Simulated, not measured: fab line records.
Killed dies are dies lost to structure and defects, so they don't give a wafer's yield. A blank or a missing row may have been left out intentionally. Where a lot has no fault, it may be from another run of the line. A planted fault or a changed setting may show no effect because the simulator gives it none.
fab line records	flow n5_finfet
record: lots: 7	wafers: 21
route steps=1938 shown BEOL_M14@1723 BEOL_M15@1809 MIM_BOT_ETCH@1867 PASSIVATION@1921
start_h: start of the lot's first displayed wafer, in hours after the record's first day	wait_h: hours since the lot's step before	" as in the row above	L1.1+2: several wafers, shown together as one row	- either no value or no given start	* or withheld: withheld	< > ~ a bound
route shown NAME@n: a module of which the file shows steps, and the number in the route of the first	usual: the fault-free wafers' mean and standard deviation	same: alike in all rows	chamber/n: place in a boat	sites: readings site by site	_std_site: the standard deviation of these	_edge_site: inner sites' mean taken away from outer sites' mean	radius_mm: for every site, how far away it sits from the centre of the wafer	mask NAME#n: copy n	behind: the last tool/chamber to shape the wafer	hold: why the lot went on hold/how many hours it stayed there/how the hold came to an end	device: whichever transistor did not switch (one of n, p or np)	end of line: the route-end tests of the same wafers	for a step that has no rows: nothing shown but its recipe	killed: not the wafer's yield, but the dies lost to structure and defects at the first sort	map: per-die view of a wafer (x killed, . not killed, _ where there is no die)
set.NAME: the setting the step ran with; set.NAME@STEP: the setting that earlier step ran with	model.NAME: the simulator's own value behind a step, which no gauge read
one table per step and one row per wafer, for lots whose settings were changed on purpose
== steps ==
step: N5_BEOL_M14_PEB_08
recipe: peb_temp_c: 130	peb_time_s: 90
lot.wafer	tool	chamber	start_h	wait_h	set.peb_temp_c
L074.2+4	litho_track-03	0	269.59	0.0	126.3
L074.5	"	0	"	"	130
L079.1	litho_track-04	0	285.72	0.1	127.9
L079.2+5	"	0	"	"	130
L084.4+5+6	litho_track-04	0	313.44	0.0	130
L086.4+6	litho_track-01	0	339.83	0.0	130
L086.5	"	0	"	"	132.5
L093.1+4+5	litho_track-04	0	365.99	0.1	130
L089.3+4	litho_track-01	0	366.94	0.0	130
L089.6	"	0	"	"	132.5
L096.1+2+6	litho_track-03	0	390.05	0.1	130
step: N5_BEOL_M14_DEVELOP_09
recipe: develop_time_s: 45	rinse_liquid: diw	dry: air_spin	dev_temp_c: 21
step: N5_BEOL_M14_HARDBAKE_14
recipe: temp_c: 130	time_s: 120
step: N5_BEOL_M14_CD_MEAS_10
recipe: target_cd_nm: 250	landing_energy_ev: 500	detector: se_inlens	polarity: opening
usual: cd_nm: 250.6/2.4
lot.wafer	tool	chamber	start_h	wait_h	set.peb_temp_c@BEOL_M14_PEB_08	cd_nm
L074.2	cd_sem-01	0	269.70	-	126.3	228.5
L074.4	"	0	"	"	126.3	228.3
L074.5	"	0	"	"	130	248.8
L079.1	cd_sem-01	0	285.83	-	127.9	238.9
L079.2	"	0	"	"	130	248.8
L079.5	"	0	"	"	130	247.8
L084.4	cd_sem-03	0	313.56	-	130	249.4
L084.5	"	0	"	"	130	250.8
L084.6	"	0	"	"	130	250.4
L086.4	cd_sem-03	0	339.95	-	130	253.1
L086.5	"	0	"	"	132.5	263.4
L086.6	"	0	"	"	130	251.1
L093.1	cd_sem-03	0	366.10	-	130	246.5
L093.4	"	0	"	"	130	249.7
L093.5	"	0	"	"	130	252.5
L089.3	cd_sem-01	0	367.05	-	130	251.0
L089.4	"	0	"	"	130	252.8
L089.6	"	0	"	"	132.5	263.8
L096.1	cd_sem-02	0	390.17	-	130	249.9
L096.2	"	0	"	"	130	249.3
L096.6	"	0	"	"	130	251.4
step: N5_BEOL_M14_DESCUM_15
recipe: chemistry: O2	time_s: 7.9	source_power_w: 50	bias_power_w: 20	pressure_mtorr: 20	rf_frequency_hz: 2.712e+07	temp_c: 40	o2_flow_sccm: 225
step: N5_BEOL_M14_ETCH_59
recipe: chemistry: N2/H2	target: BARC	target_depth_a: 890	overetch_a: 267	time_s: 67.9	ion_energy_ev: 200	pressure_mtorr: 30	source_w: 840	bias_w: 150	n2_flow_sccm: 200	h2_flow_sccm: 200
step: N5_BEOL_M14_VIA_ETCH_16
recipe: chemistry: C4F8/O2/Ar	target: SiO2	he_inner_torr: 15	he_outer_torr: 30	target_depth_a: 12313	time_s: withheld	ion_energy_ev: 800	pressure_mtorr: 20	source_w: 1905	bias_w: 2040	Ar_flow_sccm: 400	C4F8_flow_sccm: 16	O2_flow_sccm: 12	ends: cleared
lot.wafer	tool	chamber	start_h	wait_h	set.time_s@BEOL_M14_ILD_DEP_00	model.etch.depth_nm
L074.2	rie_diel-05	0	269.99	0.0	*	1124
L074.4	"	1	"	"	*	1025
L074.5	"	3	"	"	*	1132
L079.1	rie_diel-02	1	286.01	0.0	*	1130
L079.2	"	2	"	"	*	1105
L079.5	"	2	"	"	*	1153
L084.4	rie_diel-05	1	313.73	0.0	*	1127
L084.5+6	"	1,2	"	"	*	1006
L086.4	rie_diel-05	2	340.20	0.0	*	1119
L086.5	"	3	"	"	*	1138
L086.6	"	2	"	"	*	1281
L093.1	rie_diel-05	3	366.28	0.0	*	1085
L093.4	"	0	"	"	*	1104
L093.5	"	3	"	"	*	1112
L089.3	rie_diel-05	2	367.30	0.0	*	1157
L089.4	"	3	"	"	*	1188
L089.6	"	2	"	"	*	1171
L096.1	rie_diel-05	3	390.38	0.0	*	1116
L096.2	"	0	"	"	*	1108
L096.6	"	1	"	"	*	1130
step: N5_BEOL_M14_STRIP_63
recipe: chemistry: O2	power_w: 600	temp_c: 60	pressure_mtorr: 30	rf_frequency_hz: 6e+07	bias_power_w: 0	overash_fraction: 0.3	o2_flow_sccm: 225
step: N5_BEOL_M14_STRIP_64
recipe: chemistry: O2	power_w: 600	temp_c: 60	pressure_mtorr: 30	rf_frequency_hz: 6e+07	bias_power_w: 0	overash_fraction: 0.3	o2_flow_sccm: 225
step: N5_BEOL_M14_STRIP_71
recipe: chemistry: post_etch_residue_remover	time_s: 60	temp_c: 25	remover_ph: withheld	remover_water_wt_pct: withheld	remover_fluoride_wt_pct: withheld
step: N5_BEOL_M14_SRD_72
recipe: time_s: 30	temp_c: 23	rinse_liquid: diw	dry: n2_spin	spin_rpm: 1500	dry_time_s: 30
step: N5_BEOL_M14_CD_MEAS_17
recipe: target_cd_nm: 250	polarity: opening
usual: cd_nm: 251.1/2.7
lot.wafer	tool	chamber	start_h	wait_h	set.peb_temp_c@BEOL_M14_PEB_08	cd_nm
L074.2	cd_sem-03	-	270.34	0.0	126.3	228.7
L074.4	"	-	"	"	126.3	229.2
L074.5	"	-	"	"	130	247.5
L079.1	cd_sem-02	-	286.36	0.0	127.9	240.4
L079.2	"	-	"	"	130	248.6
L079.5	"	-	"	"	130	248.9
L084.4	cd_sem-01	-	314.08	0.0	130	253.3
L084.5	"	-	"	"	130	253.4
L084.6	"	-	"	"	130	249.8
L086.4	cd_sem-01	-	340.55	0.0	130	254.5
L086.5	"	-	"	"	132.5	263.4
L086.6	"	-	"	"	130	252.5
L093.1	cd_sem-03	-	366.64	0.0	130	246.3
L093.4	"	-	"	"	130	248.9
L093.5	"	-	"	"	130	252.0
L089.3	cd_sem-01	-	367.65	0.0	130	250.9
L089.4	"	-	"	"	130	253.5
L089.6	"	-	"	"	132.5	263.1
L096.1	cd_sem-01	-	390.77	0.0	130	249.1
L096.2	"	-	"	"	130	250.0
L096.6	"	-	"	"	130	254.0
step: N5_BEOL_M14_TRENCH_ETCH_34
recipe: chemistry: C4F8/O2/Ar	target: SiO2	target_depth_a: 5566.5	mask_material: SOC	he_inner_torr: 15	he_outer_torr: 30	time_s: 126.9	ion_energy_ev: 800	pressure_mtorr: 20	source_w: 1905	bias_w: 2040	Ar_flow_sccm: 400	C4F8_flow_sccm: 16	O2_flow_sccm: 12
lot.wafer	tool	chamber	start_h	wait_h	set.time_s	model.etch.depth_nm
L074.2	rie_diel-02	2	271.35	0.0	149.9	632.8
L074.4	"	1	"	"	149.9	648.7
L074.5	"	2	"	"	126.9	534.9
L079.1	rie_diel-06	3	287.60	0.0	126.9	558.5
L079.2	"	2	"	"	139.1	633.5
L079.5	"	0	"	"	139.1	610.9
L084.4	rie_diel-02	1	315.42	0.1	115.9	501.9
L084.5	"	0	"	"	126.9	589
L084.6	"	2	"	"	115.9	495.9
L086.4	rie_diel-06	2	341.54	0.0	126.9	565.9
L086.5	"	3	"	"	126.9	550.7
L086.6	"	2	"	"	126.9	571.7
L093.1	rie_diel-06	2	367.62	0.0	126.9	565.3
L093.4	"	3	"	"	126.9	551.4
L093.5	"	3	"	"	126.9	552.2
L089.3	rie_diel-05	2	369.46	0.0	126.9	511.1
L089.4	"	0	"	"	144.1	605.9
L089.6	"	1	"	"	126.9	561.2
L096.1	rie_diel-05	2	391.64	0.0	126.9	516.9
L096.2	"	1	"	"	126.9	567.5
L096.6	"	3	"	"	126.9	534.1
step: N5_BEOL_M14_STRIP_70
recipe: chemistry: C4F8/O2/Ar	resist: SiARC	rf_frequency_hz: 6e+07
step: N5_BEOL_M14_OCD_MEAS_35
usual: trench_depth_nm: 552/20
lot.wafer	tool	chamber	start_h	wait_h	set.time_s@BEOL_M14_TRENCH_ETCH_34	trench_depth_nm
L074.2	ocd-01	-	271.50	0.0	149.9	633
L074.4	"	-	"	"	149.9	649
L074.5	"	-	"	"	126.9	535
L079.1	ocd-01	-	287.76	0.0	126.9	558
L079.2	"	-	"	"	139.1	634
L079.5	"	-	"	"	139.1	611
L084.4	ocd-02	-	315.52	0.0	115.9	502
L084.5	"	-	"	"	126.9	589
L084.6	"	-	"	"	115.9	496
L086.4	ocd-01	-	341.70	0.0	126.9	566
L086.5	"	-	"	"	126.9	551
L086.6	"	-	"	"	126.9	572
L093.1	ocd-01	-	367.78	0.0	126.9	565
L093.4	"	-	"	"	126.9	552
L093.5	"	-	"	"	126.9	552
L089.3	ocd-02	-	369.61	0.0	126.9	511
L089.4	"	-	"	"	144.1	606
L089.6	"	-	"	"	126.9	562
L096.1	ocd-01	-	391.79	0.0	126.9	517
L096.2	"	-	"	"	126.9	567
L096.6	"	-	"	"	126.9	534
step: N5_BEOL_M14_STRIP_37
recipe: chemistry: O2	power_w: 600	temp_c: 60	pressure_mtorr: 30	rf_frequency_hz: 6e+07	bias_power_w: 0	overash_fraction: 0.3	o2_flow_sccm: 225
step: N5_BEOL_M14_ETCH_38
recipe: chemistry: CF4/N2	target: SiCN	target_depth_a: 1065	taper_deg: 2	time_s: 120.6	ion_energy_ev: 150	mask_material: SiO2	pressure_mtorr: 40	source_w: 430	bias_w: 70	Ar_flow_sccm: 100	cf4_flow_sccm: 60	n2_flow_sccm: 60
step: N5_BEOL_M14_ECD_47
recipe: material: Cu	target_thk_a: 12480
step: N5_BEOL_M14_ANNEAL_48
recipe: temp_c: 225	time_s: 90	ambient: N2
step: N5_BEOL_M14_CMP_49
recipe: stop_on: SiO2	t_overpolish_s: 5.2	down_force_psi: 2	platen_rpm: 80	clearing_platen_down_force_psi: 2	clearing_platen_rpm: 80	post_cmp_clean: cu_alkaline	target_thk_nm: 560	clearing_platen_pad_velocity_m_s: 1.5917	pad_velocity_m_s: 1.5917
lot.wafer	tool	chamber	start_h	wait_h	set.time_s@BEOL_M14_TRENCH_ETCH_34	model.Cu_of_BEOL_M14_ECD_47.thk_nm
L074.2	cmp-01	3	274.27	0.2	149.9	638.2
L074.4	"	2	"	"	149.9	654
L074.5	"	3	"	"	126.9	540.2
L079.1	cmp-01	1	295.93	0.3	126.9	560.8
L079.2	"	0	"	"	139.1	636.2
L079.5	"	2	"	"	139.1	615.6
L084.4	cmp-01	1	320.69	0.1	115.9	505.2
L084.5	"	1	"	"	126.9	592
L084.6	"	2	"	"	115.9	500.6
L086.4	cmp-01	1	346.27	0.2	126.9	569.4
L086.6	"	2	"	"	126.9	576
L086.5	"	3	"	"	126.9	555
L093.1	cmp-03	1	369.09	0.3	126.9	569
L093.4	"	3	"	"	126.9	554.6
L093.5	"	0	"	"	126.9	556.4
L089.4	cmp-03	0	372.20	0.1	144.1	610.4
L089.3	"	2	"	"	126.9	514.8
L089.6	"	0	"	"	126.9	563.8
L096.1	cmp-04	2	393.90	0.3	126.9	518.6
L096.2	"	0	"	"	126.9	572.4
L096.6	"	2	"	"	126.9	536.4
step: N5_BEOL_M14_THK_MEAS_50
recipe: thk_meas_gauge: xrf	reads: Cu_of_BEOL_M14_ECD_47
usual: M14_THK: 554/20
lot.wafer	tool	chamber	start_h	wait_h	set.time_s@BEOL_M14_TRENCH_ETCH_34	M14_THK[nm]
L074.2	film_metro-01	-	274.56	-	149.9	644
L074.4	"	-	"	"	149.9	658
L074.5	"	-	"	"	126.9	544
L079.1	film_metro-01	-	296.23	-	126.9	556
L079.2	"	-	"	"	139.1	630
L079.5	"	-	"	"	139.1	615
L084.4	film_metro-01	-	320.99	-	115.9	506
L084.5	"	-	"	"	126.9	597
L084.6	"	-	"	"	115.9	500
L086.4	film_metro-02	-	346.46	-	126.9	570
L086.5	"	-	"	"	126.9	554
L086.6	"	-	"	"	126.9	575
L093.1	film_metro-01	-	369.35	-	126.9	570
L093.4	"	-	"	"	126.9	558
L093.5	"	-	"	"	126.9	560
L089.3	film_metro-02	-	372.50	-	126.9	503
L089.4	"	-	"	"	144.1	596
L089.6	"	-	"	"	126.9	554
L096.1	film_metro-01	-	394.16	-	126.9	525
L096.2	"	-	"	"	126.9	581
L096.6	"	-	"	"	126.9	544
step: N5_BEOL_M14_PRE_CLEAN_52
recipe: gas: NH3	time_s: 15	temp_c: withheld	rf_power_w: 300
step: N5_BEOL_M14_DEP_53
recipe: material: SiCN	target_thk_a: 500	temp_c: withheld	precursor: 3MS/NH3	pressure_torr: 3	rf_w: 675	time_s: 17.8
step: N5_BEOL_M14_RS_MEAS_54
recipe: thk_meas_gauge: four-point-probe	reads: Cu_of_BEOL_M14_ECD_47+Ta_of_BEOL_M14_SPUTTER_44+TaN_of_BEOL_M14_SPUTTER_43
usual: M14_RS: 0.0335/0.0012
lot.wafer	tool	chamber	start_h	wait_h	set.time_s@BEOL_M14_TRENCH_ETCH_34	M14_RS[ohm/sq]
L074.2	film_metro-02	-	274.69	0.1	149.9	0.0290
L074.4	"	-	"	"	149.9	0.0283
L074.5	"	-	"	"	126.9	0.0345
L079.1	film_metro-01	-	296.38	0.1	126.9	0.0331
L079.2	"	-	"	"	139.1	0.0291
L079.5	"	-	"	"	139.1	0.0301
L084.4	film_metro-01	-	321.12	0.0	115.9	0.0369
L084.5	"	-	"	"	126.9	0.0313
L084.6	"	-	"	"	115.9	0.0372
L086.4	film_metro-01	-	346.58	0.0	126.9	0.0326
L086.5	"	-	"	"	126.9	0.0334
L086.6	"	-	"	"	126.9	0.0322
L093.1	film_metro-02	-	369.48	0.0	126.9	0.0326
L093.4	"	-	"	"	126.9	0.0335
L093.5	"	-	"	"	126.9	0.0334
L089.3	film_metro-02	-	372.63	0.1	126.9	0.0362
L089.4	"	-	"	"	144.1	0.0304
L089.6	"	-	"	"	126.9	0.0330
L096.1	film_metro-02	-	394.29	0.0	126.9	0.0360
L096.2	"	-	"	"	126.9	0.0324
L096.6	"	-	"	"	126.9	0.0346
step: N5_BEOL_M15_TRENCH_ETCH_34
recipe: chemistry: C4F8/O2/Ar	target: SiO2	target_depth_a: 8729.3	he_inner_torr: 15	he_outer_torr: 30	time_s: 199	ion_energy_ev: 800	pressure_mtorr: 20	source_w: 1905	bias_w: 2040	Ar_flow_sccm: 400	C4F8_flow_sccm: 16	O2_flow_sccm: 12
lot.wafer	tool	chamber	start_h	wait_h	set.time_s	model.etch.depth_nm
L074.2	rie_diel-03	3	277.16	0.0	199	852.9
L074.4	"	2	"	"	211.8	916.1
L074.5	"	2	"	"	211.8	929.6
L079.1	rie_diel-04	0	298.67	0.0	212.6	922.3
L079.2	"	2	"	"	199	849.7
L079.5	"	3	"	"	212.6	927.7
L084.4	rie_diel-04	3	324.89	0.0	199	853.3
L084.5	"	2	"	"	199	864.1
L084.6	"	1	"	"	199	880.3
L086.4	rie_diel-04	3	349.12	0.1	199	872.8
L086.5	"	1	"	"	199	902.6
L086.6	"	2	"	"	199	890.4
L093.1	rie_diel-04	3	372.15	0.0	199	866
L093.4	"	1	"	"	199	893.7
L093.5	"	1	"	"	199	896.6
L089.3	rie_diel-04	0	375.57	0.0	199	883
L089.4	"	2	"	"	225.3	1002
L089.6	"	1	"	"	199	904.2
L096.1	rie_diel-03	1	396.77	0.0	199	862.4
L096.2	"	3	"	"	199	903.1
L096.6	"	0	"	"	199	855.7
step: N5_BEOL_M15_SPUTTER_45
recipe: material: Cu	target_thk_a: 1000	temp_c: -20	bias_v: 60	power_w: 26000	chamber_pressure_pa: 0.13	time_s: 16.67
lot.wafer	tool	chamber	start_h	wait_h	set.power_w
L074.2+5	pvd_sputter-01	-	283.71	1.9	28600
L074.4	"	-	"	"	26000
L079.1+2+5	pvd_sputter-01	-	301.58	0.0	26000
L084.4+5	pvd_sputter-02	-	327.26	0.0	23370
L084.6	"	-	"	"	26000
L086.4	pvd_sputter-02	-	350.45	0.0	24450
L086.5+6	"	-	"	"	26000
L093.1+4+5	pvd_sputter-03	-	374.95	0.0	26000
L089.3	pvd_sputter-01	-	382.37	0.0	23340
L089.4+6	"	-	"	"	26000
L096.1	pvd_sputter-01	-	398.66	0.0	26000
L096.2+6	"	-	"	"	21700
step: N5_BEOL_M15_ECD_47
recipe: material: Cu	target_thk_a: 18600
step: N5_BEOL_M15_ANNEAL_48
recipe: temp_c: 225	time_s: 90	ambient: N2
step: N5_BEOL_M15_CMP_49
recipe: stop_on: SiO2	t_overpolish_s: 4.9	down_force_psi: 2	platen_rpm: 80	clearing_platen_down_force_psi: 2	clearing_platen_rpm: 80	post_cmp_clean: cu_alkaline	target_thk_nm: 850	clearing_platen_pad_velocity_m_s: 1.5917	pad_velocity_m_s: 1.5917
lot.wafer	tool	chamber	start_h	wait_h	set.time_s@BEOL_M15_TRENCH_ETCH_34	model.Cu_of_BEOL_M15_ECD_47.thk_nm
L074.2	cmp-04	2	284.41	0.2	199	-
L074.4	"	0	"	"	211.8	895.6
L074.5	"	2	"	"	211.8	-
L079.1	cmp-02	3	302.63	0.3	212.6	900.6
L079.2	"	0	"	"	199	829.2
L079.5	"	2	"	"	212.6	905.2
L084.4+5	cmp-02	1,2	327.99	0.2	199	-
L084.6	"	3	"	"	199	858.8
L086.4	cmp-03	1	352.15	0.2	199	-
L086.5	"	0	"	"	199	881.6
L086.6	"	1	"	"	199	867.8
L093.1	cmp-03	3	375.60	0.3	199	844.4
L093.4	"	2	"	"	199	871.6
L093.5	"	0	"	"	199	875.2
L089.4	cmp-03	1	383.24	0.1	225.3	979.4
L089.3	"	2	"	"	199	-
L089.6	"	2	"	"	199	883.6
L096.2+6	cmp-02	3,2	399.46	0.2	199	-
L096.1	"	0	"	"	199	841.6
step: N5_BEOL_M15_PRE_CLEAN_52
recipe: gas: NH3	time_s: 15	temp_c: withheld	rf_power_w: 300
step: N5_BEOL_M15_DEP_53
recipe: material: SiCN	target_thk_a: 500	temp_c: withheld	precursor: 3MS/NH3	pressure_torr: 3	rf_w: 675	time_s: 17.8
step: N5_BEOL_M15_RS_MEAS_54
recipe: thk_meas_gauge: four-point-probe	reads: Cu_of_BEOL_M15_ECD_47+Ta_of_BEOL_M15_SPUTTER_44+TaN_of_BEOL_M15_SPUTTER_43
usual: M15_RS: 0.0216/0.00041
lot.wafer	tool	chamber	start_h	wait_h	set.time_s@BEOL_M15_TRENCH_ETCH_34	M15_RS[ohm/sq]
L074.2	film_metro-02	-	284.84	0.1	199	0.0222
L074.4	"	-	"	"	211.8	0.0205
L074.5	"	-	"	"	211.8	0.0202
L079.1	film_metro-01	-	303.01	0.1	212.6	0.0203
L079.2	"	-	"	"	199	0.0221
L079.5	"	-	"	"	212.6	0.0202
L084.4	film_metro-02	-	328.30	0.0	199	0.0221
L084.5	"	-	"	"	199	0.0218
L084.6	"	-	"	"	199	0.0213
L086.4	film_metro-01	-	352.54	0.0	199	0.0216
L086.5	"	-	"	"	199	0.0208
L086.6	"	-	"	"	199	0.0211
L093.1	film_metro-01	-	376.03	0.0	199	0.0217
L093.4	"	-	"	"	199	0.0210
L093.5	"	-	"	"	199	0.0209
L089.3	film_metro-01	-	383.70	0.1	199	0.0212
L089.4	"	-	"	"	225.3	0.0187
L089.6	"	-	"	"	199	0.0207
L096.1	film_metro-01	-	399.88	0.1	199	0.0217
L096.2	"	-	"	"	199	0.0208
L096.6	"	-	"	"	199	0.0220
step: N5_MIM_BOT_ETCH_ETCH_03
recipe: chemistry: Cl2/BCl3	target_depth_a: 120	pressure_mtorr: 8	icp_w: 800	bias_w: 100	Cl2_flow_sccm: 20	bcl3_flow_sccm: 80
lot.wafer	tool	chamber	start_h	wait_h	set.bias_w	model.etch.depth_nm
L074.2	rie_metal-03	1	290.16	0.1	100	11.84
L074.4	"	1	"	"	112.9	12.51
L074.5	"	0	"	"	112.9	12.47
L079.1	rie_metal-03	0	307.89	0.1	87.17	11.34
L079.2	"	1	"	"	100	11.86
L079.5	"	1	"	"	100	11.89
L084.4	rie_metal-01	1	333.27	0.1	100	12.01
L084.5	"	0	"	"	88.61	11.31
L084.6	"	1	"	"	88.61	11.4
L086.4	rie_metal-02	0	358.83	0.1	100	12.36
L086.5	"	0	"	"	100	12.26
L086.6	"	1	"	"	83	11.22
L093.1	rie_metal-03	1	380.75	0.1	100	11.83
L093.4	"	0	"	"	100	12.02
L093.5	"	0	"	"	100	11.98
L089.3	rie_metal-03	0	388.85	0.1	100	11.82
L089.4	"	1	"	"	113.1	12.37
L089.6	"	1	"	"	113.1	12.35
L096.1	rie_metal-01	1	404.64	0.1	104.9	12.14
L096.2	"	1	"	"	100	11.84
L096.6	"	1	"	"	104.9	12.06
step: N5_PASSIVATION_EXPOSE_41
recipe: mask_id: PASS_OPEN	na: 0.55	defocus_nm: 0	source_shape: conventional	sigma_outer: 0.8	polarization: unpolarized	target_cd_nm: 40000	dose_mj: 57.25
lot.wafer	tool	chamber	start_h	wait_h	mask	set.dose_mj
L074.2+4	krf_scanner-02	0	296.12	-	PASS_OPEN#0	53.88
L074.5	"	0	"	"	PASS_OPEN#0	57.25
L079.1+2	krf_scanner-01	0	314.45	-	PASS_OPEN#0	54.13
L079.5	"	0	"	"	PASS_OPEN#0	57.25
L084.4+5+6	krf_scanner-02	0	339.96	-	PASS_OPEN#0	57.25
L086.4	krf_scanner-02	0	365.31	-	PASS_OPEN#0	53.16
L086.5+6	"	0	"	"	PASS_OPEN#0	57.25
L093.1+4+5	krf_scanner-01	0	387.70	-	PASS_OPEN#0	57.25
L089.3	krf_scanner-02	0	395.13	-	PASS_OPEN#0	60.68
L089.4+6	"	0	"	"	PASS_OPEN#0	57.25
L096.1+6	krf_scanner-02	0	415.22	-	PASS_OPEN#0	61.28
L096.2	"	0	"	"	PASS_OPEN#0	57.25
== key ==
split: step: N5_BEOL_M14_PEB_08	setting: peb_temp_c	stated: 130	by: wafer
response: step: N5_BEOL_M14_CD_MEAS_10	reading: cd_nm	change: +6.5	per: 1%	r: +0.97
response: step: N5_BEOL_M14_CD_MEAS_17	reading: cd_nm	change: +5.86	per: 1%	r: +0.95
split: step: N5_BEOL_M14_TRENCH_ETCH_34	setting: time_s	stated: 126.9	by: wafer
response: step: N5_BEOL_M14_TRENCH_ETCH_34	reading: model.etch.depth_nm	change: +6.26	per: 1%	r: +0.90
response: step: N5_BEOL_M14_OCD_MEAS_35	reading: trench_depth_nm	change: +6.29	per: 1%	r: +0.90
response: step: N5_BEOL_M14_CMP_49	reading: model.Cu_of_BEOL_M14_ECD_47.thk_nm	change: +6.3	per: 1%	r: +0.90
response: step: N5_BEOL_M14_THK_MEAS_50	reading: M14_THK	change: +6.35	per: 1%	r: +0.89
response: step: N5_BEOL_M14_RS_MEAS_54	reading: M14_RS	change: -0.000361	per: 1%	r: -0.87
split: step: N5_BEOL_M15_TRENCH_ETCH_34	setting: time_s	stated: 199	by: wafer
response: step: N5_BEOL_M15_TRENCH_ETCH_34	reading: model.etch.depth_nm	change: +9.13	per: 1%	r: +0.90
response: step: N5_BEOL_M15_CMP_49	reading: model.Cu_of_BEOL_M15_ECD_47.thk_nm	change: +8.18	per: 1%	r: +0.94
response: step: N5_BEOL_M15_RS_MEAS_54	reading: M15_RS	change: -0.000208	per: 1%	r: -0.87
split: step: N5_BEOL_M15_SPUTTER_45	setting: power_w	stated: 26000	by: wafer
response none clear
split: step: N5_MIM_BOT_ETCH_ETCH_03	setting: bias_w	stated: 100	by: wafer
response: step: N5_MIM_BOT_ETCH_ETCH_03	reading: model.etch.depth_nm	change: +0.0525	per: 1%	r: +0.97
split: step: N5_PASSIVATION_EXPOSE_41	setting: dose_mj	stated: 57.25	by: wafer
response none in this file
split outside_this_file step=N5_BEOL_M14_ILD_DEP_00 setting=time_s
split outside_this_file: this setting was split too, and the file shows its column; the key of that split is in another file
